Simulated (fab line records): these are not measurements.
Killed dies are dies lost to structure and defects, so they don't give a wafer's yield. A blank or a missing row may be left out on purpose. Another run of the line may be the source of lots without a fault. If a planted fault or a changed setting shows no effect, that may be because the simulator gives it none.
fab line records | flow nandHarc
record: lots: 15 | wafers: 45 | lastDay: 24
route steps=1159 shown A_BLC@979 A_M0@1001
lots that met no fault: taken from a fault-free run of the same line
startH: the number of hours between the record's first day and the start of the first shown wafer of the lot | waitH: hours from the lot's prior step to this one | " unchanged from the row above | L1.1+2: a single row standing in for several wafers | - no value, or no start given | * or withheld: withheld | < > ~ a bound
route shown NAME@n: NAME is a module with steps in the file, n the number in the route of the first one | usual: mean and standard deviation over wafers with no fault | same: alike in all rows | chamber/n: place in a boat | sites: readings site by site | _std_site: standard deviation of those values | _edge_site: outer sites' mean less inner sites' | radiusMm: for every site, how far away it sits from the centre of the wafer | mask NAME#n: copy n | behind: tool/chamber where the wafer was last shaped | hold: what put the lot on hold/how long, in hours/how the hold closed | device: which transistor (n, p or np) failed to switch | end of line: the route-end tests of the same wafers | a step given without rows: its recipe and nothing more | killed: count of dies lost to structure and defects at first sort (not the wafer's yield) | map: a wafer's dies, marking killed ones x, the rest . and places with no die _
set.NAME: setting as actually run; set.NAME@STEP: the setting as run at that earlier step | model.NAME: the simulator's own value behind a step, which no gauge read
the route's steps for a sample of lots (tables are steps, rows are wafers)
services: when a tool's chamber went out of use (startH, in hours from the record's first day, below 0 if earlier), for how many hours, and the reason
== steps ==
step: NHARC_A_BLC_ETCH_17
recipe: targetDepthA: 3900 | overEtchFrac: 0.25 | timeS: 609.38 | ionEnergyEv: 200 | n2FlowSccm: 150 | h2FlowSccm: 150 | arFlowSccm: 0 | rfW: 400 | biasW: 150 | chemistry: N2/H2
usual: drypumpMotorCurrentA: 5.7/0.35 | oesProductAu: 0.998/0.012 | rfVppV: 432.0/2.1 | showerheadPlenumPTorr: 2.09/0.073 | throttleValvePct: 14.172/0.0088
same: overEtchFrac: 0.25
lot.wafer | tool       | chamber | startH | waitH | drypumpMotorCurrentA | oesProductAu | rfHoursCounterH | rfVppV | showerheadPlenumPTorr | throttleValvePct
L547.4    | rieDiel-13 | 2       | -      | -     | 5.6                  | 0.984        | 11              | 432.6  | 2.16                  | 14.179
L547.3    | "          | 3       | "      | "     | 6.4                  | 1.001        | 9               | 433.8  | 2.18                  | 14.177
L547.2    | "          | 0       | "      | "     | 6.0                  | 0.981        | 11              | 433.9  | 2.14                  | 14.166
L546.1    | rieDiel-07 | 3       | -      | -     | 5.3                  | 1.005        | 18              | 430.5  | 2.03                  | 14.181
L546.6    | "          | 2       | "      | "     | 5.3                  | 0.999        | -               | 430.1  | 2.09                  | 14.164
L546.5    | "          | 3       | "      | "     | 5.3                  | 1.007        | -               | 430.6  | 2.03                  | 14.187
L552.2    | rieDiel-13 | 2       | -      | -     | 5.6                  | 0.992        | 14              | 433.4  | 2.16                  | 14.168
L552.1    | "          | 3       | "      | "     | 6.4                  | 1.010        | 12              | 434.0  | 2.18                  | 14.174
L552.6    | "          | 2       | "      | "     | 5.6                  | 0.992        | -               | 434.2  | 2.16                  | 14.170
L554.4    | rieDiel-13 | 2       | -      | -     | 5.6                  | 0.989        | 14              | 433.8  | 2.16                  | 14.162
L554.3    | "          | 3       | "      | "     | 6.4                  | 0.998        | 12              | 434.0  | 2.18                  | 14.173
L554.6    | "          | 0       | "      | "     | 6.0                  | 0.998        | -               | 432.9  | 2.14                  | 14.175
L553.3    | rieDiel-07 | 1       | -      | -     | 5.3                  | 1.000        | 2               | 430.2  | 1.97                  | 14.172
L553.2    | "          | 2       | "      | "     | 5.3                  | 1.003        | 2               | 433.0  | 2.09                  | 14.191
L553.5    | "          | 1       | "      | "     | 5.3                  | 1.005        | -               | 427.7  | 1.97                  | 14.175
L560.1    | rieDiel-07 | 1       | -      | -     | 5.3                  | 1.002        | 4               | 428.9  | 1.97                  | 14.168
L560.4    | "          | 2       | "      | "     | 5.3                  | 0.998        | 5               | 431.3  | 2.09                  | 14.185
L560.5    | "          | 0       | "      | "     | 5.5                  | 0.990        | -               | 429.9  | 2.04                  | 14.174
L559.4    | rieDiel-04 | 1       | -      | -     | 5.8                  | 1.014        | 55              | 435.1  | 2.18                  | 14.178
L559.3    | "          | 2       | "      | "     | 5.5                  | 0.994        | 63              | 427.8  | 1.98                  | 14.175
L559.2    | "          | 3       | "      | "     | 5.2                  | 0.997        | 60              | 427.9  | 1.93                  | 14.179
L561.2    | rieDiel-07 | 3       | -      | -     | 5.3                  | 1.003        | 7               | 429.8  | 2.03                  | 14.178
L561.3    | "          | 0       | "      | "     | 5.5                  | 0.980        | 7               | 428.8  | 2.04                  | 14.172
L561.6    | "          | 3       | "      | "     | 5.3                  | 1.005        | -               | 430.8  | 2.03                  | 14.178
L562.1    | rieDiel-07 | 2       | -      | -     | 5.3                  | 0.989        | 8               | 432.1  | 2.09                  | 14.186
L562.3    | "          | 1       | "      | "     | 5.3                  | 0.998        | 8               | 429.3  | 1.97                  | 14.170
L562.5    | "          | 1       | "      | "     | 5.3                  | 0.991        | -               | 429.6  | 1.97                  | 14.167
L563.3    | rieDiel-13 | 3       | -      | -     | 6.3                  | 1.007        | 3               | 433.4  | 2.17                  | 14.164
L563.2    | "          | 1       | "      | "     | 5.7                  | 1.007        | 3               | 433.1  | 2.13                  | 14.177
L563.4    | "          | 2       | "      | "     | 5.6                  | 0.980        | 3               | 434.7  | 2.15                  | 14.181
L566.1    | rieDiel-07 | 2       | -      | -     | 5.3                  | 0.986        | 9               | 431.9  | 2.09                  | 14.174
L566.4    | "          | 0       | "      | "     | 5.5                  | 0.989        | -               | 430.4  | 2.04                  | 14.174
L566.6    | "          | 1       | "      | "     | 5.3                  | 1.007        | -               | 427.2  | 1.97                  | 14.183
L564.4    | rieDiel-04 | 3       | -      | -     | 5.2                  | 0.986        | 14              | 427.5  | 1.92                  | 14.186
L564.2    | "          | 1       | "      | "     | 5.8                  | 1.011        | 14              | 435.3  | 2.17                  | 14.160
L564.1    | "          | 2       | "      | "     | 5.5                  | 0.993        | 13              | 428.8  | 1.97                  | 14.177
L567.3    | rieDiel-13 | 1       | -      | -     | 5.6                  | 1.023        | 5               | 431.4  | 2.12                  | 14.170
L567.2    | "          | 3       | "      | "     | 6.4                  | 1.001        | 5               | 434.4  | 2.17                  | 14.173
L567.6    | "          | 2       | "      | "     | 5.6                  | 0.978        | -               | 434.0  | 2.15                  | 14.150
L569.3    | rieDiel-13 | 0       | -      | -     | 6.0                  | 1.002        | 6               | 433.0  | 2.14                  | 14.166
L569.2    | "          | 3       | "      | "     | 6.3                  | 0.996        | 6               | 435.1  | 2.17                  | 14.157
L569.5    | "          | 3       | "      | "     | 6.4                  | 0.997        | -               | 434.1  | 2.17                  | 14.176
L568.3    | rieDiel-07 | 1       | -      | -     | 5.3                  | 0.991        | 13              | 429.1  | 1.97                  | 14.187
L568.4    | "          | 2       | "      | "     | 5.3                  | 1.003        | 13              | 432.5  | 2.09                  | 14.169
L568.6    | "          | 1       | "      | "     | 5.3                  | 0.993        | -               | 428.3  | 1.97                  | 14.183
step: NHARC_A_BLC_STRIP_21
recipe: o2FlowSccm: 500 | arFlowSccm: 0 | biasW: 0 | chemistry: O2
usual: drypumpMotorCurrentA: 5.7/0.36 | oesProductAu: 0.999/0.013 | rfVppV: 57.8/0.9 | showerheadPlenumPTorr: 3.61/0.12 | throttleValvePct: 17.037/0.0095
lot.wafer | tool       | chamber | startH | waitH | drypumpMotorCurrentA | oesProductAu | rfHoursCounterH | rfVppV | showerheadPlenumPTorr | throttleValvePct
L547.2    | rieDiel-13 | 2       | 400.90 | 0.1   | 5.6                  | 0.998        | 12              | 59.0   | 3.71                  | 17.042
L547.3    | "          | 3       | "      | "     | 6.4                  | 1.025        | 10              | 58.5   | 3.74                  | 17.047
L547.4    | "          | 0       | "      | "     | 6.1                  | 0.987        | 11              | 57.8   | 3.69                  | 17.052
L546.1    | rieDiel-04 | 1       | 401.94 | 0.2   | 5.8                  | 1.014        | 38              | 57.2   | 3.75                  | 17.030
L546.5    | "          | 3       | "      | "     | 5.3                  | 0.998        | -               | 56.7   | 3.37                  | 17.034
L546.6    | "          | 0       | "      | "     | 6.0                  | 0.999        | -               | 59.3   | 3.41                  | 17.051
L552.2    | rieDiel-07 | 2       | 426.26 | 0.1   | 5.3                  | 0.995        | 1               | 59.1   | 3.61                  | 17.020
L552.1    | "          | 0       | "      | "     | 5.5                  | 0.994        | 2               | 57.5   | 3.53                  | 17.028
L552.6    | "          | 3       | "      | "     | 5.3                  | 1.005        | -               | 57.6   | 3.52                  | 17.031
L554.4    | rieDiel-04 | 1       | 427.45 | 0.1   | 5.8                  | 1.023        | 41              | 58.8   | 3.75                  | 17.053
L554.3    | "          | 3       | "      | "     | 5.2                  | 1.008        | 47              | 57.8   | 3.36                  | 17.040
L554.6    | "          | 2       | "      | "     | 5.5                  | 0.995        | -               | 55.8   | 3.44                  | 17.042
L553.2    | rieDiel-07 | 1       | 439.35 | 0.1   | 5.3                  | 1.002        | 3               | 56.9   | 3.42                  | 17.043
L553.3    | "          | 0       | "      | "     | 5.5                  | 1.005        | 3               | 57.9   | 3.53                  | 17.022
L553.5    | "          | 1       | "      | "     | 5.3                  | 1.004        | -               | 57.0   | 3.42                  | 17.036
L560.1    | rieDiel-07 | 1       | 461.05 | 0.1   | 5.3                  | 0.996        | 5               | 58.3   | 3.42                  | 17.040
L560.4    | "          | 0       | "      | "     | 5.5                  | 0.986        | 5               | 57.8   | 3.53                  | 17.059
L560.5    | "          | 1       | "      | "     | 5.3                  | 0.994        | -               | 57.6   | 3.42                  | 17.045
L559.3    | rieDiel-07 | 3       | 461.62 | 0.1   | 5.4                  | 1.008        | 5               | 57.4   | 3.51                  | 17.037
L559.4    | "          | 0       | "      | "     | 5.5                  | 0.983        | 5               | 56.3   | 3.53                  | 17.039
L559.2    | "          | 1       | "      | "     | 5.4                  | 0.986        | 5               | 55.6   | 3.42                  | 17.022
L561.2    | rieDiel-13 | 0       | 473.47 | 0.1   | 6.1                  | 0.980        | 2               | 57.9   | 3.68                  | 17.053
L561.3    | "          | 2       | "      | "     | 5.6                  | 0.987        | 2               | 57.5   | 3.71                  | 17.028
L561.6    | "          | 3       | "      | "     | 6.3                  | 0.991        | -               | 59.7   | 3.74                  | 17.037
L562.1    | rieDiel-13 | 0       | 487.89 | 0.1   | 6.0                  | 0.981        | 3               | 56.9   | 3.68                  | 17.028
L562.3    | "          | 1       | "      | "     | 5.7                  | 1.019        | 3               | 57.4   | 3.66                  | 17.029
L562.5    | "          | 0       | "      | "     | 6.1                  | 0.995        | -               | 58.3   | 3.68                  | 17.037
L563.3    | rieDiel-13 | 2       | 498.30 | 0.1   | 5.6                  | 0.987        | 3               | 59.0   | 3.71                  | 17.032
L563.2    | "          | 3       | "      | "     | 6.4                  | 1.004        | 3               | 58.3   | 3.74                  | 17.050
L563.4    | "          | 0       | "      | "     | 6.1                  | 0.997        | 3               | 56.8   | 3.68                  | 17.033
L566.1    | rieDiel-07 | 0       | 499.14 | 0.1   | 5.5                  | 0.972        | 10              | 57.5   | 3.53                  | 17.034
L566.4    | "          | 2       | "      | "     | 5.3                  | 0.989        | -               | 57.6   | 3.60                  | 17.045
L566.6    | "          | 1       | "      | "     | 5.4                  | 0.998        | -               | 57.3   | 3.41                  | 17.027
L564.1    | rieDiel-13 | 0       | 509.98 | 0.1   | 6.1                  | 0.996        | 4               | 57.2   | 3.68                  | 17.038
L564.4    | "          | 1       | "      | "     | 5.7                  | 1.008        | 4               | 56.3   | 3.66                  | 17.053
L564.2    | "          | 2       | "      | "     | 5.6                  | 0.986        | 4               | 58.3   | 3.71                  | 17.047
L567.2    | rieDiel-07 | 1       | 515.87 | 0.1   | 5.3                  | 0.998        | 11              | 57.4   | 3.41                  | 17.030
L567.3    | "          | 0       | "      | "     | 5.5                  | 0.993        | 12              | 57.6   | 3.52                  | 17.019
L567.6    | "          | 2       | "      | "     | 5.3                  | 0.993        | -               | 57.9   | 3.60                  | 17.030
L569.2    | rieDiel-13 | 1       | 528.87 | 0.1   | 5.6                  | 1.012        | 6               | 57.9   | 3.66                  | 17.043
L569.3    | "          | 3       | "      | "     | 6.4                  | 0.991        | 6               | 60.0   | 3.74                  | 17.040
L569.5    | "          | 0       | "      | "     | 6.1                  | 0.992        | -               | 56.8   | 3.68                  | 17.019
L568.3    | rieDiel-13 | 3       | 529.30 | 0.1   | 6.3                  | 0.996        | 6               | 58.4   | 3.74                  | 17.046
L568.6    | "          | 3       | "      | "     | 6.4                  | 0.989        | -               | 57.3   | 3.74                  | 17.032
L568.4    | "          | 0       | "      | "     | 6.0                  | 0.990        | -               | 58.1   | 3.68                  | 17.041
step: NHARC_A_BLC_INSPECT_28
usual: rawDefectCount: 422/130
lot.wafer | tool             | chamber | startH | waitH | rawDefectCount
L547.2    | defectInspect-02 | -       | 402.98 | 0.1   | 573
L547.3    | "                | -       | "      | "     | 496
L547.4    | "                | -       | "      | "     | 510
L546.1    | defectInspect-02 | -       | 403.76 | 0.1   | 452
L546.5    | "                | -       | "      | "     | 425
L546.6    | "                | -       | "      | "     | 261
L552.1    | defectInspect-02 | -       | 428.27 | 0.1   | 425
L552.2    | "                | -       | "      | "     | 447
L552.6    | "                | -       | "      | "     | 646
L554.3    | defectInspect-01 | -       | 429.25 | 0.1   | 297
L554.4    | "                | -       | "      | "     | 402
L554.6    | "                | -       | "      | "     | 274
L553.2    | defectInspect-02 | -       | 441.96 | 0.1   | 377
L553.3    | "                | -       | "      | "     | 391
L553.5    | "                | -       | "      | "     | 408
L560.1    | defectInspect-02 | -       | 464.99 | 0.1   | 505
L560.4    | "                | -       | "      | "     | 465
L560.5    | "                | -       | "      | "     | 423
L559.2    | defectInspect-01 | -       | 465.43 | 0.1   | 598
L559.3    | "                | -       | "      | "     | 379
L559.4    | "                | -       | "      | "     | 520
L561.2    | defectInspect-01 | -       | 475.28 | 0.1   | 269
L561.3    | "                | -       | "      | "     | 377
L561.6    | "                | -       | "      | "     | 284
L562.1    | defectInspect-02 | -       | 495.77 | 0.1   | 467
L562.3    | "                | -       | "      | "     | 448
L562.5    | "                | -       | "      | "     | 515
L563.2    | defectInspect-02 | -       | 503.81 | 0.1   | 490
L563.3    | "                | -       | "      | "     | 313
L563.4    | "                | -       | "      | "     | 452
L566.1    | defectInspect-02 | -       | 504.29 | 0.1   | 326
L566.4    | "                | -       | "      | "     | 328
L566.6    | "                | -       | "      | "     | 292
L564.1    | defectInspect-02 | -       | 511.77 | 0.1   | 391
L564.2    | "                | -       | "      | "     | 354
L564.4    | "                | -       | "      | "     | 393
L567.2    | defectInspect-02 | -       | 523.65 | 0.1   | 679
L567.3    | "                | -       | "      | "     | 532
L567.6    | "                | -       | "      | "     | 560
L569.2    | defectInspect-01 | -       | 532.45 | 0.1   | 299
L569.3    | "                | -       | "      | "     | 448
L569.5    | "                | -       | "      | "     | 292
L568.3    | defectInspect-02 | -       | 534.65 | 0.1   | 477
L568.4    | "                | -       | "      | "     | 546
L568.6    | "                | -       | "      | "     | 310
step: NHARC_A_M0_EXPOSE_06
recipe: na: 1.35 | targetCdNm: 80 | doseMj: 83.25 | maskId: A_M0
usual: exposureDoseMJCm2: 83.25/0.083 | focusOffsetNm: 0.0/0.53
lot.wafer | tool           | chamber | startH | waitH | mask   | exposureDoseMJCm2 | focusOffsetNm
L547.2    | arfiScanner-02 | 0       | 403.63 | -     | A_M0#0 | 83.34             | -0.5
L547.3    | "              | 0       | "      | "     | A_M0#0 | 83.25             | -0.5
L547.4    | "              | 0       | "      | "     | A_M0#0 | 83.23             | -0.3
L546.1    | arfiScanner-03 | 0       | 404.66 | -     | A_M0#0 | 83.34             | 0.2
L546.5    | "              | 0       | "      | "     | A_M0#0 | 83.49             | 0.4
L546.6    | "              | 0       | "      | "     | A_M0#0 | 83.44             | 0.2
L552.1    | arfiScanner-03 | -       | 429.03 | -     | A_M0#0 | -                 | -
L552.2    | "              | -       | "      | "     | A_M0#0 | -                 | -
L552.6    | "              | -       | "      | "     | A_M0#0 | -                 | -
L554.3    | arfiScanner-03 | -       | 429.90 | -     | A_M0#0 | -                 | -
L554.4    | "              | -       | "      | "     | A_M0#0 | -                 | -
L554.6    | "              | -       | "      | "     | A_M0#0 | -                 | -
L553.2    | arfiScanner-01 | -       | 442.73 | -     | A_M0#0 | -                 | -
L553.3    | "              | -       | "      | "     | A_M0#0 | -                 | -
L553.5    | "              | -       | "      | "     | A_M0#0 | -                 | -
L560.1    | arfiScanner-03 | 0       | 465.75 | -     | A_M0#0 | 83.26             | -0.3
L560.4    | "              | 0       | "      | "     | A_M0#0 | 83.24             | 0.9
L560.5    | "              | 0       | "      | "     | A_M0#0 | 83.22             | 0.0
L559.2    | arfiScanner-03 | 0       | 466.07 | -     | A_M0#0 | 83.20             | 0.0
L559.3    | "              | 0       | "      | "     | A_M0#0 | 83.27             | -0.3
L559.4    | "              | 0       | "      | "     | A_M0#0 | 83.16             | -0.7
L561.2    | arfiScanner-02 | 0       | 476.41 | -     | A_M0#0 | 83.27             | 0.2
L561.3    | "              | 0       | "      | "     | A_M0#0 | 83.28             | 0.1
L561.6    | "              | 0       | "      | "     | A_M0#0 | 83.19             | 0.2
L562.1    | arfiScanner-03 | 0       | 496.52 | -     | A_M0#0 | 83.18             | 0.3
L562.3    | "              | 0       | "      | "     | A_M0#0 | 83.14             | -0.3
L562.5    | "              | 0       | "      | "     | A_M0#0 | 83.21             | 1.0
L563.2    | arfiScanner-03 | 0       | 504.45 | -     | A_M0#0 | 83.19             | -0.3
L563.3    | "              | 0       | "      | "     | A_M0#0 | 83.29             | -0.3
L563.4    | "              | 0       | "      | "     | A_M0#0 | 83.26             | -0.7
L566.1    | arfiScanner-01 | 0       | 505.05 | -     | A_M0#0 | 83.29             | 0.1
L566.4    | "              | 0       | "      | "     | A_M0#0 | 83.25             | 0.5
L566.6    | "              | 0       | "      | "     | A_M0#0 | 83.35             | 0.4
L564.1    | arfiScanner-03 | 0       | 512.53 | -     | A_M0#0 | 83.23             | -0.1
L564.2    | "              | 0       | "      | "     | A_M0#0 | 83.16             | -0.1
L564.4    | "              | 0       | "      | "     | A_M0#0 | 83.07             | 0.2
L567.2    | arfiScanner-03 | 0       | 524.81 | -     | A_M0#0 | 83.12             | -0.8
L567.3    | "              | 0       | "      | "     | A_M0#0 | 83.19             | -0.5
L567.6    | "              | 0       | "      | "     | A_M0#0 | 83.17             | -0.3
L569.2    | arfiScanner-02 | 0       | 533.22 | -     | A_M0#0 | 83.34             | -0.7
L569.3    | "              | 0       | "      | "     | A_M0#0 | 83.20             | -1.0
L569.5    | "              | 0       | "      | "     | A_M0#0 | 83.25             | -1.3
L568.3    | arfiScanner-01 | 0       | 535.43 | -     | A_M0#0 | 83.27             | 0.3
L568.4    | "              | 0       | "      | "     | A_M0#0 | 83.13             | -0.5
L568.6    | "              | 0       | "      | "     | A_M0#0 | 83.27             | 0.3
== services ==
tool           | chamber | startH | hours | kind
rieDiel-13     | 0       | 383.00 | -     | clean
rieDiel-13     | 1       | 383.00 | -     | clean
rieDiel-13     | 2       | 383.00 | -     | clean
rieDiel-13     | 3       | 383.00 | -     | clean
rieDiel-07     | 0       | 384.45 | -     | clean
rieDiel-07     | 1       | 384.45 | -     | clean
rieDiel-07     | 2       | 384.45 | -     | clean
rieDiel-07     | 3       | 384.45 | -     | clean
rieDiel-07     | -       | 405.20 | 9.0   | pm
rieDiel-07     | 0       | 405.20 | 9.0   | ventCycle
rieDiel-07     | 1       | 405.20 | 9.0   | ventCycle
rieDiel-04     | 1       | 406.37 | 17.4  | repair
arfiScanner-01 | -       | 416.49 | 1.0   | repair
arfiScanner-01 | -       | 424.56 | 4.3   | repair
arfiScanner-02 | -       | 428.00 | 4.0   | pm
rieDiel-04     | 0       | 449.88 | 2.4   | repair
rieDiel-13     | -       | 453.00 | 9.0   | pm
arfiScanner-01 | -       | 460.47 | 8.4   | repair
rieDiel-04     | 2       | 465.43 | 6.1   | repair
rieDiel-04     | -       | 466.57 | 9.0   | pm
rieDiel-13     | -       | 475.60 | 0.5   | repair
rieDiel-07     | 3       | 482.81 | 18.6  | repair
arfiScanner-03 | -       | 484.00 | 4.0   | pm
rieDiel-13     | 2       | 520.62 | 9.9   | repair
== key ==
firstSign: step: NHARC_A_M0_EXPOSE_06 | reading: toolRecord | direction: missing
effect none on later readings
metAt NHARC_A_M0_EXPOSE_06
struckLots L552,L553,L554
laterRowsLeftOut L552.1,L552.2,L552.6,L553.2,L553.3,L553.5,L554.3,L554.4,L554.6
sortLeftOut L552.1,L552.2,L552.6,L553.2,L553.3,L553.5,L554.3,L554.4,L554.6
notActingAt NHARC_A_BLC_ETCH_17,NHARC_A_BLC_STRIP_21,NHARC_A_BLC_INSPECT_28
onsetBetween 404.66 429.03
fault: kind: skippedStepWhole | tool: arfiScanner-01,arfiScanner-03 | chamber: - | onsetH: 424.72 | steps: NHARC_A_M0_EXPOSE_06 | scope: struckLotsOnly
sortLeftOut: the simulated sort isn't trusted on such a fault, so these wafers' sort isn't shown, and their yield isn't known
laterRowsLeftOut: the simulator's readings of these wafers behind a module that went badly wrong aren't trusted and aren't shown, but for the sort
